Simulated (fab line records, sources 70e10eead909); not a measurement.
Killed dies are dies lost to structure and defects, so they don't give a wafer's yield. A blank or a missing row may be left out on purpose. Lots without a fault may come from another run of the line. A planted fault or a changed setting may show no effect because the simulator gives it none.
fab line records | flow nand_harc
record lots=5 wafers=15 last_day=33
route steps=1302 shown A_CONTACT@1102 A_BLC@1107 END@1302
lots that met no fault: from a run of the same line without faults
start_h: hours from the record's first day to the start of the lot's first wafer shown | wait_h: hours since the lot's step before | " the same as in the row above | L1.1+2: a row that stands for several wafers | - no value, or no start given | * or withheld: withheld | < > ~ a bound
route shown NAME@n: a module of which the file shows steps, and the number in the route of the first | usual: mean/standard deviation of fault-free wafers | same: alike in all rows | chamber/n: place in a boat | sites: the reading at each site | _std_site: their standard deviation | _edge_site: outer sites' mean less inner sites' | radius_mm: how far each site lies from the wafer's centre | mask NAME#n: copy n | behind: the tool/chamber that last shaped the wafer | hold: why the lot was held/for how many hours/how that ended | device: the transistor (n, p or np) that didn't switch | end of line: the same wafers' tests at the end of the route | a step without rows: its recipe alone | killed: dies lost to structure and defects at the first sort, not the wafer's yield | map: a wafer's dies, x killed, . not, _ none there
set.NAME: the setting as run; set.NAME@STEP: as run at that earlier step | model.NAME: the simulator's own value behind a step, which no gauge read
lots at some steps of the route; a table a step, a row a wafer
services: from which hour (start_h, from the record's first day; less than 0 if before it) a tool's chamber was out of use, for how many hours, and why
## steps
# step NHARC_A_CONTACT_CVD_19
# recipe target_thk_a=3000 temp_c=300 pressure_torr=40 wf6_flow_sccm=40 h2_flow_sccm=1600 ar_flow_sccm=1560 time_s=802 material=W
# usual heater_power_w=446/27 throttle_valve_pct=8.00/0.21
# columns lot.wafer tool chamber start_h wait_h heater_power_w throttle_valve_pct
L689.2 cvd_w-01 0 - - 444 7.84
L689.3 " 0 " " 436 8.12
L689.5 " 0 " " 447 7.85
L691.1 cvd_w-01 0 - - 455 8.02
L691.2 " 1 " " 450 7.52
L691.4 " 1 " " 462 8.03
L695.2 cvd_w-01 0 - - 445 8.09
L695.4 " 1 " " 471 7.91
L695.3 " 0 " " 442 7.82
L706.2 cvd_w-01 0 - - 432 8.03
L706.4 " 1 " " 477 7.89
L706.5 " 0 " " 441 8.20
L709.2 cvd_w-02 0 - - 437 8.31
L709.3 " 0 " " 431 7.95
L709.5 " 0 " " 436 8.24
# step NHARC_A_CONTACT_CMP_20
# recipe t_overpolish_s=30 target_thk_nm=300
# usual motor_current_A=12.0/1.2 overpolish_run_s=30.000/0.009 retaining_ring_pressure_frac=1.000/0.0054 time_to_endpoint_s=59.0/2.6
# columns lot.wafer tool chamber start_h wait_h motor_current_A overpolish_run_s retaining_ring_pressure_frac time_to_endpoint_s
L689.2 cmp-03 0 532.45 0.8 11.0 29.995 1.014 61.3
L689.3 " 2 " " 11.7 30.008 0.992 60.4
L689.5 " 0 " " 10.8 29.996 1.000 58.2
L691.2 cmp-01 3 537.77 0.7 12.5 29.989 0.992 63.0
L691.4 " 0 " " 14.1 29.997 0.995 65.2
L691.1 " 1 " " 11.5 30.002 1.000 60.3
L695.4 cmp-02 1 575.89 0.5 10.2 30.005 0.989 54.5
L695.2 " 3 " " 10.5 29.992 1.003 59.7
L695.3 " 0 " " 13.0 29.993 1.003 56.0
L706.2 cmp-03 2 706.09 0.7 12.0 30.001 1.004 59.4
L706.4 " 3 " " 12.0 29.998 0.988 58.8
L706.5 " 2 " " 12.2 29.988 0.992 59.6
L709.3 cmp-01 3 730.04 0.4 13.1 30.006 1.006 60.2
L709.2 " 0 " " 13.2 30.016 0.992 60.3
L709.5 " 0 " " 13.6 30.015 1.001 59.8
# step NHARC_A_CONTACT_SRD_22
# step NHARC_A_CONTACT_INSPECT_23
# usual raw_defect_count=541/160
# columns lot.wafer tool chamber start_h wait_h raw_defect_count
L689.2 defect_inspect-01 - 532.85 0.1 1247
L689.3 " - " " 1036
L689.5 " - " " 560
L691.1 defect_inspect-01 - 538.17 0.1 700
L691.2 " - " " 559
L691.4 " - " " 619
L695.2 defect_inspect-02 - 576.30 0.1 1100
L695.3 " - " " 847
L695.4 " - " " 509
L706.2 defect_inspect-02 - 706.47 0.1 583
L706.4 " - " " 396
L706.5 " - " " 429
L709.2 defect_inspect-02 - 730.45 0.1 400
L709.3 " - " " 587
L709.5 " - " " 342
# step NHARC_A_BLC_DEHYDRATE_00
# recipe temp_c=150 time_s=120
# step NHARC_A_BLC_HMDS_01
# recipe time_s=30
# step NHARC_A_BLC_COAT_02
# recipe temp_c=260 time_s=75
# step NHARC_A_BLC_COAT_03
# recipe temp_c=225 time_s=65
# step NHARC_A_BLC_COAT_04
# recipe spin_rpm=1500 resist_thk_nm=90
# step NHARC_A_BLC_SOFTBAKE_05
# recipe temp_c=105 time_s=55
# step NHARC_A_BLC_EBR_06
# step NHARC_A_BLC_EXPOSE_07
# recipe na=1.35 target_cd_nm=100 dose_mj=67.97 mask_id=A_BLC
# columns lot.wafer tool chamber start_h wait_h mask
L689.2+3+5 arfi_scanner-01 0 533.22 - A_BLC#0
L691.1+2+4 arfi_scanner-01 0 538.41 - A_BLC#0
L695.2+3+4 arfi_scanner-02 0 576.67 - A_BLC#0
L706.2+4+5 arfi_scanner-02 0 706.71 - A_BLC#0
L709.2+3+5 arfi_scanner-01 0 730.82 - A_BLC#0
# step NHARC_A_BLC_PEB_08
# recipe peb_temp_c=100 peb_time_s=65
# step NHARC_A_BLC_DEVELOP_09
# recipe develop_time_s=35 dev_temp_c=23
# step NHARC_A_BLC_CD_MEAS_10
# recipe target_cd_nm=100 landing_energy_ev=500
# usual cd_nm=100.1/0.55
# columns lot.wafer tool chamber start_h wait_h cd_nm
L689.2 cd_sem-03 0 533.36 - 99.9
L689.3 " 0 " " 99.8
L689.5 " 0 " " 100.0
L691.1 cd_sem-02 0 538.55 - 99.2
L691.2 " 0 " " 100.4
L691.4 " 0 " " 99.3
L695.2 cd_sem-02 0 576.81 - 100.6
L695.3 " 0 " " 100.1
L695.4 " 0 " " 100.7
L706.2 cd_sem-03 0 706.85 - 99.1
L706.4 " 0 " " 100.3
L706.5 " 0 " " 99.9
L709.2 cd_sem-01 0 730.95 - 100.5
L709.3 " 0 " " 99.9
L709.5 " 0 " " 100.2
# step NHARC_A_BLC_OVL_MEAS_11
# usual overlay_x_nm=-0.3/0.76 overlay_y_nm=0.1/0.73
# columns lot.wafer tool chamber start_h wait_h overlay_x_nm overlay_y_nm
L689.2 overlay-01 - 533.44 - 0.1 -0.1
L689.3 " - " " -0.3 -0.2
L689.5 " - " " -1.1 0.0
L691.1 overlay-01 - 538.65 - -0.6 0.3
L691.2 " - " " -0.9 0.3
L691.4 " - " " -0.6 0.5
L695.2 overlay-02 - 576.89 - -1.1 -0.3
L695.3 " - " " -0.6 0.0
L695.4 " - " " -0.8 -0.8
L706.2 overlay-01 - 706.94 - 0.9 -0.6
L706.4 " - " " 1.1 -0.9
L706.5 " - " " 0.5 -1.0
L709.2 overlay-02 - 731.04 - -0.6 0.7
L709.3 " - " " -0.3 0.4
L709.5 " - " " -0.1 1.1
# step NHARC_A_BLC_INSPECT_12
# usual raw_defect_count=89/34
# columns lot.wafer tool chamber start_h wait_h raw_defect_count
L689.2 defect_inspect-01 - 533.48 0.0 46
L689.3 " - " " 42
L689.5 " - " " 51
L691.1 defect_inspect-01 - 538.69 0.0 165
L691.2 " - " " 196
L691.4 " - " " 149
L695.2 defect_inspect-02 - 576.93 0.0 100
L695.3 " - " " 88
L695.4 " - " " 105
L706.2 defect_inspect-01 - 706.98 0.0 73
L706.4 " - " " 75
L706.5 " - " " 82
L709.2 defect_inspect-01 - 731.08 0.0 77
L709.3 " - " " 79
L709.5 " - " " 78
# step NHARC_A_BLC_DESCUM_15
# recipe time_s=3 o2_flow_sccm=200 ar_flow_sccm=0 bias_power_w=0 chemistry=O2
# usual drypump_motor_current_A=5.8/0.62 oes_product_au=1.000/0.0072 rf_vpp_V=57.7/0.92 showerhead_plenum_p_Torr=1.89/0.096 throttle_valve_pct=11.309/0.0077
# columns lot.wafer tool chamber start_h wait_h drypump_motor_current_A oes_product_au rf_hours_counter_h rf_vpp_V showerhead_plenum_p_Torr throttle_valve_pct model.A_BLC.cd_nm
L689.2 rie_diel-08 3 533.54 0.1 4.8 0.994 11 57.8 1.78 11.308 99.99
L689.3 " 0 " " 5.7 0.985 12 57.2 1.90 11.316 100.2
L689.5 " 3 " " 4.8 0.993 - 57.2 1.78 11.305 100.2
L691.4 rie_diel-08 1 538.75 0.1 6.3 0.997 12 59.1 2.04 11.316 99.37
L691.2 " 3 " " 4.8 1.008 12 57.2 1.78 11.329 99.95
L691.1 " 0 " " 5.7 0.993 12 59.3 1.90 11.316 99.04
L695.3 rie_diel-11 3 577.00 0.1 5.0 0.998 11 58.4 1.79 11.301 100.5
L695.2 " 1 " " 6.7 1.002 12 56.9 1.83 11.303 100.8
L695.4 " 1 " " 6.7 1.007 - 57.9 1.83 11.320 100.9
L706.2 rie_diel-08 3 707.06 0.1 4.8 1.004 8 57.3 1.78 11.300 98.71
L706.4 " 0 " " 5.7 1.000 8 57.1 1.89 11.309 100.3
L706.5 " 1 " " 6.3 1.005 - 58.3 2.04 11.311 100.6
L709.3 rie_diel-08 2 731.14 0.1 5.8 1.001 0 58.4 1.80 11.318 100.3
L709.2 " 1 " " 6.3 1.011 0 56.5 2.04 11.320 100.7
L709.5 " 3 " " 4.8 1.016 - 57.8 1.78 11.312 99.97
# step NHARC_A_BLC_ETCH_16
# recipe target_depth_a=390 over_etch_frac=0.3 time_s=65 ion_energy_ev=80 cf4_flow_sccm=150 ar_flow_sccm=0 rf_w=300 bias_w=100 chemistry=CF4
# usual drypump_motor_current_A=5.7/0.65 oes_product_au=1.000/0.0073 rf_vpp_V=151.0/1.2 showerhead_plenum_p_Torr=1.74/0.081 throttle_valve_pct=13.285/0.0084
# columns lot.wafer tool chamber start_h wait_h drypump_motor_current_A oes_product_au rf_hours_counter_h rf_vpp_V showerhead_plenum_p_Torr throttle_valve_pct
L689.3 rie_diel-08 0 533.63 0.1 5.7 0.986 12 151.9 1.75 13.278
L689.2 " 1 " " 6.3 0.996 12 152.5 1.88 13.288
L689.5 " 3 " " 4.8 0.998 - 149.9 1.66 13.294
L691.1 rie_diel-08 1 538.84 0.1 6.3 1.008 12 152.0 1.88 13.291
L691.2 " 2 " " 5.8 0.999 12 150.1 1.67 13.293
L691.4 " 3 " " 4.8 1.011 12 150.0 1.66 13.282
L695.3 rie_diel-11 2 577.10 0.1 5.2 1.009 12 150.9 1.72 13.285
L695.2 " 1 " " 6.7 1.005 12 150.9 1.70 13.289
L695.4 " 2 " " 5.2 1.005 - 150.4 1.72 13.289
L706.4 rie_diel-08 2 707.12 0.1 5.8 0.992 7 147.9 1.67 13.293
L706.2 " 0 " " 5.7 0.999 8 151.1 1.75 13.282
L706.5 " 2 " " 5.8 0.989 - 150.1 1.67 13.280
L709.2 rie_diel-08 0 731.23 0.1 5.7 1.000 0 150.2 1.75 13.288
L709.3 " 1 " " 6.3 1.006 0 152.1 1.88 13.293
L709.5 " 3 " " 4.8 1.000 - 150.2 1.65 13.288
# step NHARC_A_BLC_ETCH_17
# recipe target_depth_a=3900 over_etch_frac=0.25 time_s=609.38 ion_energy_ev=200 n2_flow_sccm=150 h2_flow_sccm=150 ar_flow_sccm=0 rf_w=400 bias_w=150 chemistry=N2/H2
# usual drypump_motor_current_A=5.8/0.63 h2_flow_sccm=150.0/0.47 oes_product_au=0.999/0.0074 rf_vpp_V=429.8/2.9 showerhead_plenum_p_Torr=2.02/0.11 throttle_valve_pct=14.171/0.009
# columns lot.wafer tool chamber start_h wait_h drypump_motor_current_A h2_flow_sccm oes_product_au rf_hours_counter_h rf_vpp_V showerhead_plenum_p_Torr throttle_valve_pct model.A_BLC.cd_nm
L689.2 rie_diel-08 3 - - 4.8 150.4 0.985 11 425.9 1.90 14.182 99.33
L689.3 " 1 " " 6.3 150.5 0.999 12 435.1 2.18 14.176 99.75
L689.5 " 3 " " 4.8 150.8 0.992 - 425.9 1.90 14.164 101.4
L691.4 rie_diel-08 0 - - 5.7 150.1 0.988 13 430.7 2.02 14.178 99.96
L691.1 " 1 " " 6.3 150.0 1.001 12 433.7 2.18 14.150 99.12
L691.2 " 3 " " 4.8 150.4 0.996 12 426.1 1.90 14.170 99.44
L695.2 rie_diel-11 1 - - 6.7 150.1 0.998 13 429.0 1.95 14.176 100.5
L695.3 " 2 " " 5.2 149.9 1.001 12 428.7 1.98 14.177 99.77
L695.4 " 3 " " 5.1 150.0 0.993 - 426.9 1.90 14.178 101.3
L706.4 rie_diel-08 3 - - 4.8 149.8 1.000 8 425.6 1.89 14.164 100.5
L706.2 " 1 " " 6.3 149.3 1.004 9 435.0 2.18 14.152 97.14
L706.5 " 0 " " 5.7 148.3 1.002 - 430.7 2.02 14.162 101
L709.3 rie_diel-08 1 - - 6.3 151.3 1.007 0 434.6 2.18 14.158 99.44
L709.2 " 3 " " 4.8 150.1 0.995 0 426.7 1.89 14.176 99.75
L709.5 " 1 " " 6.3 150.0 1.014 - 434.3 2.18 14.169 98.22
# step NHARC_A_BLC_ETCH_18
# recipe target_depth_a=9100 c4f8_flow_sccm=20 o2_flow_sccm=10 ar_flow_sccm=withheld rf_w=600 bias_w=1500 chemistry=C4F8/O2/Ar
# usual oes_product_au=0.946/0.024 rf_vpp_V=977/6.7
# columns lot.wafer tool chamber start_h wait_h oes_product_au rf_hours_counter_h rf_vpp_V
L689.2 rie_diel-08 3 - - 0.930 11 970
L689.3 " 1 " " 0.924 12 986
L689.5 " 3 " " 0.917 - 967
L691.2 rie_diel-08 2 - - 0.919 12 972
L691.1 " 0 " " 0.919 13 976
L691.4 " 1 " " 0.934 12 987
L695.2 rie_diel-11 3 - - 0.914 11 969
L695.3 " 2 " " 0.925 13 975
L695.4 " 2 " " 0.924 - 975
L706.2 rie_diel-08 2 - - 0.950 8 970
L706.4 " 1 " " 0.952 9 986
L706.5 " 3 " " 0.955 - 969
L709.2 rie_diel-08 0 - - 0.984 0 979
L709.3 " 1 " " 0.993 0 987
L709.5 " 1 " " 0.996 - 988
# step NHARC_END_SORT_01
# recipe temp_c=25
# usual killed_at_array=54/20 killed_at_other=0.9/1.1 killed_at_periphery=3.8/2.4 killed_dies=58/20 killed_open=3.5/1.9 killed_short=2.5/1.6
# same gross_dies=677
# columns lot.wafer tool chamber start_h wait_h killed_at_array killed_at_other killed_at_periphery killed_dies killed_open killed_short
L691.1 prober-02 0 584.12 2.5 86 1 7 94 3 3
L691.2 prober-02 0 584.91 2.8 105 3 5 113 6 0
L691.4 prober-02 0 586.51 3.4 79 1 5 85 4 1
L706.2 prober-01 0 750.40 2.8 20 2 2 24 3 1
L706.4 prober-01 0 752.00 3.4 46 2 2 50 2 0
L706.5 prober-01 0 752.79 3.7 58 0 3 61 1 1
# killed by level:class
L691.1 A_CHANNEL_HOLE_D1:chamber_film_flake=28 A_CHANNEL_HOLE_D2:chamber_film_flake=27 A_SLIT:chamber_film_flake=11 A_CONTACT:chamber_film_flake=10 P_GATE:chamber_film_flake=6 A_ONON_D2:geometric_particle:short=2 A_STAIRCASE:chamber_film_flake=2 A_CHANNEL_FILL_D2:geometric_particle:open=1
L691.2 A_SLIT:chamber_film_flake=30 A_CHANNEL_HOLE_D1:chamber_film_flake=29 A_CHANNEL_HOLE_D2:chamber_film_flake=26 A_CONTACT:chamber_film_flake=9 A_WL_FILL:chamber_film_flake=5 A_CHANNEL_HOLE_D1:geometric_particle:open=3 P_GATE:chamber_film_flake=3 THIN_TSV:chamber_film_flake=2
L691.4 A_CHANNEL_HOLE_D2:chamber_film_flake=25 A_CHANNEL_HOLE_D1:chamber_film_flake=22 A_SLIT:chamber_film_flake=12 A_CONTACT:chamber_film_flake=9 P_ZERO_WELL:chamber_film_flake=3 A_STAIRCASE:chamber_film_flake=3 P_GATE:chamber_film_flake=2 A_CHANNEL_FILL_D2:chamber_film_flake=2
L706.2 A_SLIT:chamber_film_flake=13 A_STAIRCASE:chamber_film_flake=4 A_M0:geometric_particle:open=2 P_M0:geometric_particle:open=1 P_M0:geometric_particle:short=1 A_CHANNEL_FILL_D1:chamber_film_flake=1 THIN_TSV:chamber_film_flake=1 HYBRID_BOND:latent=1
L706.4 A_SLIT:chamber_film_flake=34 A_CHANNEL_HOLE_D1:chamber_film_flake=7 A_STAIRCASE:chamber_film_flake=2 THIN_TSV:chamber_film_flake=2 P_STI:geometric_particle:open=1 P_CONTACT:geometric_particle:open=1 A_DECK1_JOINT:chamber_film_flake=1 A_CHANNEL_FILL_D1:chamber_film_flake=1
L706.5 A_SLIT:chamber_film_flake=37 A_CHANNEL_HOLE_D1:chamber_film_flake=10 A_STAIRCASE:chamber_film_flake=6 P_GATE:geometric_particle:open=1 A_CHANNEL_FILL_D2:geometric_particle:short=1 P_STI:chamber_film_flake=1 P_GATE:chamber_film_flake=1 A_ZERO_WELL:chamber_film_flake=1
## services
# columns tool chamber start_h hours kind
rie_diel-11 2 517.27 3.4 repair
rie_diel-08 0 524.87 1.2 repair
rie_diel-08 3 525.83 2.9 repair
rie_diel-11 3 531.37 18.0 repair
arfi_scanner-01 - 536.55 0.7 repair
rie_diel-08 - 537.63 0.2 repair
rie_diel-08 1 541.53 6.8 repair
rie_diel-08 - 544.83 9.0 pm
cvd_w-01 - 561.17 13.0 pm
rie_diel-08 2 566.74 4.3 repair
rie_diel-11 0 572.41 5.9 repair
rie_diel-08 2 573.86 6.3 repair
rie_diel-08 2 581.42 3.8 repair
rie_diel-11 3 581.60 6.5 repair
rie_diel-11 0 589.40 23.2 repair
arfi_scanner-01 - 596.00 4.0 pm
rie_diel-11 - 609.51 9.0 pm
rie_diel-08 - 683.93 0.5 repair
arfi_scanner-01 - 687.52 6.6 repair
arfi_scanner-01 - 698.13 0.5 repair
cvd_w-01 1 700.30 2.6 repair
cvd_w-01 1 717.03 9.2 repair
rie_diel-08 - 721.83 9.0 pm
rie_diel-11 0 727.87 6.6 repair
## key
first_sign none at tools or gauges
model_effect step=NHARC_A_BLC_DESCUM_15 value=A_BLC.cd_nm without=100.8 struck=98.71
model_effect step=NHARC_A_BLC_ETCH_17 value=A_BLC.cd_nm without=99.22 struck=97.14
met_at NHARC_A_BLC_EXPOSE_07
struck_wafers L706.2
tester_left_out L706
onset_between 576.67 706.71
fault kind=process_parameter_drift tool=arfi_scanner-02 chamber=- onset_h=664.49 steps=NHARC_A_BLC_EXPOSE_07 channel=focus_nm offset=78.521 shape=step end_h=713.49 scope=struck_wafers_only
# tester_left_out: of these lots the tester's yield and bins aren't shown, on N5 and GAA mostly nor the transistor test; their killed dies are dies lost to structure and defects alone, not to doping, threshold or leakage, so they don't give the yield
